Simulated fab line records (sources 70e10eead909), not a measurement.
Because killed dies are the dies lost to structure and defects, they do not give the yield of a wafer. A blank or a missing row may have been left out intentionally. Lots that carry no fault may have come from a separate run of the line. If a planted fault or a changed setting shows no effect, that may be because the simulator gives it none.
fab line records    flow nand-harc
[record] lots = 7  wafers = 19  last-day = 34
route steps=1302 shown A_ONON_D1@426 END@1302
lots that met no fault: taken from a fault-free run of the same line
start-h: start of the lot's first displayed wafer, in hours after the record's first day    wait-h: time in hours since the lot's previous step    " as in the row above    L1.1+2: a single row standing in for several wafers    - no value present, or no start provided    * or withheld: withheld    < > ~ a bound
route shown NAME@n: NAME is a module with steps in the file, n the number in the route of the first one    usual: mean/standard deviation of fault-free wafers    same: alike in all rows    chamber/n: place in a boat    sites: readings site by site    _std_site: the standard deviation of these    _edge_site: inner sites' mean taken away from outer sites' mean    radius-mm: how far each site lies from the wafer's centre    mask NAME#n: copy n    behind: the tool/chamber that last shaped the wafer    hold: why the lot went on hold/how many hours it stayed there/how the hold came to an end    device: which transistor (n, p or np) failed to switch    end of line: the tests these same wafers got at the end of their route    step lacking rows: just its recipe    killed: dies that structure and defects cost at the first sort, which is not the same as the wafer's yield    map: shows each die of a wafer: x if killed, . if not, _ if none is there
set.NAME: the run value of the setting; set.NAME@STEP: its run value at that earlier step    model.NAME: the simulator's own value behind a step, which no gauge read
lots at some steps of the route; a table a step, a row a wafer
services: the hour from which a tool's chamber was out of use, counted from the record's first day as start-h (under 0 if before that day), plus the number of hours and why
[[steps]]
[step NHARC_A_ONON_D1_DEP_03]
[recipe] target-thk-a = 10000  n2-flow-sccm = 2750  n2o-flow-sccm = 2000  nh3-flow-sccm = 500  sih4-flow-sccm = 210  temp-c = 400
[step NHARC_A_ONON_D1_THK_MEAS_05]
[recipe] thk-meas-gauge = ellipsometry
[usual] thk-nm = 1005/9
lot.wafer  tool           chamber  start-h  wait-h  thk-nm
L966.3     film-metro-01  -        167.35   -       1003
L966.4     "              -        "        "       1005
L966.5     "              -        "        "       1005
L971.1     film-metro-01  -        224.36   -       999
L971.5     "              -        "        "       998
L971.6     "              -        "        "       1000
L978.2     film-metro-02  -        309.52   -       1007
L978.3     "              -        "        "       1007
L980.4     film-metro-01  -        309.53   -       1011
L980.5     "              -        "        "       1012
L980.6     "              -        "        "       1013
L981.2     film-metro-01  -        325.93   -       1000
L981.6     "              -        "        "       999
L987.2     film-metro-01  -        382.29   -       994
L987.5     "              -        "        "       993
L987.6     "              -        "        "       996
L988.1     film-metro-01  -        394.11   -       1020
L988.2     "              -        "        "       1021
L988.5     "              -        "        "       1021
[step NHARC_A_ONON_D1_DEP_06]
[recipe] target-thk-a = 10000  n2-flow-sccm = 2750  n2o-flow-sccm = 2000  nh3-flow-sccm = 500  sih4-flow-sccm = 210  temp-c = 400
[step NHARC_A_ONON_D1_THK_MEAS_08]
[recipe] thk-meas-gauge = ellipsometry
[usual] thk-nm = 1002/9.3
lot.wafer  tool           chamber  start-h  wait-h  thk-nm
L966.3     film-metro-02  -        167.91   -       991
L966.4     "              -        "        "       994
L966.5     "              -        "        "       991
L971.1     film-metro-01  -        224.94   -       1000
L971.5     "              -        "        "       1000
L971.6     "              -        "        "       997
L978.2     film-metro-02  -        310.08   -       1015
L978.3     "              -        "        "       1015
L980.4     film-metro-01  -        310.09   -       1013
L980.5     "              -        "        "       1014
L980.6     "              -        "        "       1011
L981.2     film-metro-01  -        326.50   -       991
L981.6     "              -        "        "       992
L987.2     film-metro-01  -        382.86   -       1010
L987.5     "              -        "        "       1010
L987.6     "              -        "        "       1009
L988.1     film-metro-01  -        394.68   -       1020
L988.2     "              -        "        "       1019
L988.5     "              -        "        "       1020
[step NHARC_A_ONON_D1_DEP_09]
[recipe] target-thk-a = 10000  n2-flow-sccm = 2750  n2o-flow-sccm = 2000  nh3-flow-sccm = 500  sih4-flow-sccm = 210  temp-c = 400
[step NHARC_A_ONON_D1_THK_MEAS_11]
[recipe] thk-meas-gauge = ellipsometry
[usual] thk-nm = 1002/7.9
lot.wafer  tool           chamber  start-h  wait-h  thk-nm
L966.3     film-metro-01  -        168.48   -       1010
L966.4     "              -        "        "       1012
L966.5     "              -        "        "       1011
L971.1     film-metro-01  -        225.51   -       1013
L971.5     "              -        "        "       1012
L971.6     "              -        "        "       1014
L978.2     film-metro-02  -        310.65   -       998
L978.3     "              -        "        "       1000
L980.4     film-metro-01  -        310.65   -       1001
L980.5     "              -        "        "       1002
L980.6     "              -        "        "       1001
L981.2     film-metro-02  -        327.09   -       996
L981.6     "              -        "        "       998
L987.2     film-metro-01  -        383.42   -       1001
L987.5     "              -        "        "       1002
L987.6     "              -        "        "       1002
L988.1     film-metro-02  -        395.25   -       1008
L988.2     "              -        "        "       1007
L988.5     "              -        "        "       1008
[step NHARC_A_ONON_D1_DEP_12]
[recipe] target-thk-a = 10000  n2-flow-sccm = 2750  n2o-flow-sccm = 2000  nh3-flow-sccm = 500  sih4-flow-sccm = 210  temp-c = 400
[step NHARC_A_ONON_D1_THK_MEAS_14]
[recipe] thk-meas-gauge = ellipsometry
[usual] thk-nm = 1002/8.4
lot.wafer  tool           chamber  start-h  wait-h  thk-nm
L966.3     film-metro-02  -        169.04   -       1010
L966.4     "              -        "        "       1011
L966.5     "              -        "        "       1011
L971.1     film-metro-02  -        226.08   -       983
L971.5     "              -        "        "       983
L971.6     "              -        "        "       986
L978.2     film-metro-02  -        311.21   -       1016
L978.3     "              -        "        "       1017
L980.4     film-metro-01  -        311.22   -       993
L980.5     "              -        "        "       994
L980.6     "              -        "        "       993
L981.2     film-metro-02  -        327.66   -       1003
L981.6     "              -        "        "       1002
L987.2     film-metro-01  -        383.99   -       1002
L987.5     "              -        "        "       1003
L987.6     "              -        "        "       1004
L988.1     film-metro-01  -        395.81   -       1008
L988.2     "              -        "        "       1009
L988.5     "              -        "        "       1009
[step NHARC_A_ONON_D1_ANNEAL_15]
[recipe] temp-c = 750  time-s = 3600
[step NHARC_A_ONON_D1_DEP_16]
[recipe] target-thk-a = 10000  n2-flow-sccm = 2750  n2o-flow-sccm = 2000  nh3-flow-sccm = 500  sih4-flow-sccm = 210  temp-c = 400
[step NHARC_A_ONON_D1_THK_MEAS_18]
[recipe] thk-meas-gauge = ellipsometry
[usual] thk-nm = 1001/12
lot.wafer  tool           chamber  start-h  wait-h  thk-nm
L966.3     film-metro-02  -        176.83   -       1010
L966.4     "              -        "        "       1009
L966.5     "              -        "        "       1008
L971.1     film-metro-02  -        236.14   -       1010
L971.5     "              -        "        "       1010
L971.6     "              -        "        "       1011
L978.2     film-metro-01  -        321.63   -       1002
L978.3     "              -        "        "       1000
L980.4     film-metro-01  -        321.99   -       1004
L980.5     "              -        "        "       1006
L980.6     "              -        "        "       1005
L981.2     film-metro-01  -        335.45   -       1001
L981.6     "              -        "        "       1002
L987.2     film-metro-02  -        395.99   -       990
L987.5     "              -        "        "       989
L987.6     "              -        "        "       990
L988.1     film-metro-01  -        403.68   -       980
L988.2     "              -        "        "       981
L988.5     "              -        "        "       980
[step NHARC_A_ONON_D1_DEP_19]
[recipe] target-thk-a = 10000  n2-flow-sccm = 2750  n2o-flow-sccm = 2000  nh3-flow-sccm = 500  sih4-flow-sccm = 210  temp-c = 400
lot.wafer   tool           chamber  start-h  wait-h
L966.3+4+5  pecvd-onon-03  0        177.00   0.2
L971.1+5+6  pecvd-onon-04  0        236.20   0.1
L978.2+3    pecvd-onon-03  0        321.74   0.1
L980.4+5+6  pecvd-onon-03  0        322.22   0.2
L981.2+6    pecvd-onon-03  0        335.57   0.1
L987.2+5+6  pecvd-onon-02  0        396.10   0.1
L988.1+2+5  pecvd-onon-02  0        403.74   0.1
[step NHARC_A_ONON_D1_THK_MEAS_21]
[recipe] thk-meas-gauge = ellipsometry
[usual] thk-nm = 1001/10
lot.wafer  tool           chamber  start-h  wait-h  thk-nm
L966.3     film-metro-02  -        177.40   -       984
L966.4     "              -        "        "       985
L966.5     "              -        "        "       984
L971.1     film-metro-02  -        236.71   -       1016
L971.5     "              -        "        "       1018
L971.6     "              -        "        "       1018
L978.2     film-metro-02  -        322.19   -       1002
L978.3     "              -        "        "       1162
L980.4     film-metro-01  -        322.55   -       1002
L980.5     "              -        "        "       999
L980.6     "              -        "        "       1162
L981.2     film-metro-02  -        336.02   -       999
L981.6     "              -        "        "       1161
L987.2     film-metro-01  -        396.56   -       1006
L987.5     "              -        "        "       1005
L987.6     "              -        "        "       1004
L988.1     film-metro-01  -        404.25   -       1011
L988.2     "              -        "        "       1010
L988.5     "              -        "        "       1011
[step NHARC_A_ONON_D1_DEP_22]
[recipe] target-thk-a = 10000  n2-flow-sccm = 2750  n2o-flow-sccm = 2000  nh3-flow-sccm = 500  sih4-flow-sccm = 210  temp-c = 400
[step NHARC_END_SORT_01]
[recipe] temp-c = 25
[usual] killed-at-array = 49/19  killed-at-other = 0.9/1.1  killed-at-periphery = 4.0/2.7  killed-dies = 54/19  killed-open = 3.3/1.8  killed-short = 2.6/1.6
[same] gross-dies = 677
lot.wafer  tool       chamber  start-h  wait-h  killed-at-array  killed-at-other  killed-at-periphery  killed-dies  killed-open  killed-short
L981.6     prober-01  0        718.73   4.0     671              0                6                    677          4            4
L980.6     prober-02  0        726.55   4.0     673              1                3                    677          2            5
// killed by level:class
L981.6 A_ONON_D1:area-dep=638 A_CHANNEL_HOLE_D2:chamber-film-flake=11 A_CHANNEL_HOLE_D1:chamber-film-flake=6 A_STAIRCASE:chamber-film-flake=6 P_CONTACT:chamber-film-flake=3 A_DECK1_JOINT:geometric-particle:open=2 A_SGD_CUT:geometric-particle:short=2 A_SLIT:chamber-film-flake=2
L980.6 A_ONON_D1:area-dep=654 A_CHANNEL_HOLE_D1:chamber-film-flake=9 A_CONTACT:chamber-film-flake=3 A_WL_FILL:geometric-particle:short=2 P_ZERO_WELL:chamber-film-flake=2 A_SLIT:chamber-film-flake=2 P_STI:geometric-particle:short=1 A_ONON_D1:geometric-particle:short=1
// map L980.6 (x killed, . not)
____________x____________
_________xxxxxxx_________
_______xxxxxxxxxxx_______
______xxxxxxxxxxxxx______
_____xxxxxxxxxxxxxxx_____
____xxxxxxxxxxxxxxxxx____
____xxxxxxxxxxxxxxxxx____
___xxxxxxxxxxxxxxxxxxx___
___xxxxxxxxxxxxxxxxxxx___
__xxxxxxxxxxxxxxxxxxxxx__
__xxxxxxxxxxxxxxxxxxxxx__
_xxxxxxxxxxxxxxxxxxxxxxx_
_xxxxxxxxxxxxxxxxxxxxxxx_
_xxxxxxxxxxxxxxxxxxxxxxx_
_xxxxxxxxxxxxxxxxxxxxxxx_
_xxxxxxxxxxxxxxxxxxxxxxx_
xxxxxxxxxxxxxxxxxxxxxxxxx
xxxxxxxxxxxxxxxxxxxxxxxxx
xxxxxxxxxxxxxxxxxxxxxxxxx
xxxxxxxxxxxxxxxxxxxxxxxxx
xxxxxxxxxxxxxxxxxxxxxxxxx
_xxxxxxxxxxxxxxxxxxxxxxx_
_xxxxxxxxxxxxxxxxxxxxxxx_
_xxxxxxxxxxxxxxxxxxxxxxx_
_xxxxxxxxxxxxxxxxxxxxxxx_
_xxxxxxxxxxxxxxxxxxxxxxx_
__xxxxxxxxxxxxxxxxxxxxx__
__xxxxxxxxxxxxxxxxxxxxx__
___xxxxxxxxxxxxxxxxxxx___
___xxxxxxxxxxxxxxxxxxx___
____xxxxxxxxxxxxxxxxx____
____xxxxxxxxxxxxxxxxx____
_____xxxxxxxxxxxxxxx_____
______xxxxxxxxxxxxx______
_______xxxxxxxxxxx_______
_________xxxxxxx_________
____________x____________
// map L981.6 (x killed, . not)
____________x____________
_________xxxxxxx_________
_______xxxxxxxxxxx_______
______xxxxxxxxxxxxx______
_____xxxxxxxxxxxxxxx_____
____xxxxxxxxxxxxxxxxx____
____xxxxxxxxxxxxxxxxx____
___xxxxxxxxxxxxxxxxxxx___
___xxxxxxxxxxxxxxxxxxx___
__xxxxxxxxxxxxxxxxxxxxx__
__xxxxxxxxxxxxxxxxxxxxx__
_xxxxxxxxxxxxxxxxxxxxxxx_
_xxxxxxxxxxxxxxxxxxxxxxx_
_xxxxxxxxxxxxxxxxxxxxxxx_
_xxxxxxxxxxxxxxxxxxxxxxx_
_xxxxxxxxxxxxxxxxxxxxxxx_
xxxxxxxxxxxxxxxxxxxxxxxxx
xxxxxxxxxxxxxxxxxxxxxxxxx
xxxxxxxxxxxxxxxxxxxxxxxxx
xxxxxxxxxxxxxxxxxxxxxxxxx
xxxxxxxxxxxxxxxxxxxxxxxxx
_xxxxxxxxxxxxxxxxxxxxxxx_
_xxxxxxxxxxxxxxxxxxxxxxx_
_xxxxxxxxxxxxxxxxxxxxxxx_
_xxxxxxxxxxxxxxxxxxxxxxx_
_xxxxxxxxxxxxxxxxxxxxxxx_
__xxxxxxxxxxxxxxxxxxxxx__
__xxxxxxxxxxxxxxxxxxxxx__
___xxxxxxxxxxxxxxxxxxx___
___xxxxxxxxxxxxxxxxxxx___
____xxxxxxxxxxxxxxxxx____
____xxxxxxxxxxxxxxxxx____
_____xxxxxxxxxxxxxxx_____
______xxxxxxxxxxxxx______
_______xxxxxxxxxxx_______
_________xxxxxxx_________
____________x____________
[[services]]
tool           chamber  start-h  hours  kind
pecvd-onon-02  -        185.00   13.0   pm
pecvd-onon-03  -        227.43   13.0   pm
pecvd-onon-04  -        311.06   13.0   pm
pecvd-onon-02  -        366.22   13.0   pm
[[key]]
[first-sign] step = NHARC_A_ONON_D1_THK_MEAS_21  reading = thk-nm  direction = up  sigmas = 16  usual = 1001  struck = 1161
[effect] step = NHARC_END_SORT_01  reading = killed-at-array  direction = up  sigmas = 33  usual = 49  struck = 672
[more-kills-born-at] NHARC_A_ONON_D1_DEP_19@pecvd-onon-03 = 1292
met-at NHARC_A_ONON_D1_DEP_19
struck-wafers L978.3,L980.6,L981.6
later-rows-left-out L978.3,L980.6,L981.6
sort-left-out L978.3
tester-left-out L978,L980,L981
[fault] kind = process-parameter-drift  tool = pecvd-onon-03  chamber = -  onset-h = 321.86  steps = NHARC_A_ONON_D1_DEP_19  channel = target-thk-a  offset = *  shape = step  end-h = 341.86  scope = struck-wafers-only  acts-in = *  stated = *
// tester-left-out: of these lots the tester's yield and bins aren't shown, on N5 and GAA mostly nor the transistor test; their killed dies are dies lost to structure and defects alone, not to doping, threshold or leakage, so they don't give the yield
// sort-left-out: the simulated sort isn't trusted on such a fault, so these wafers' sort isn't shown, and their yield isn't known
// later-rows-left-out: the simulator's readings of these wafers behind a module that went badly wrong aren't trusted and aren't shown, but for the sort
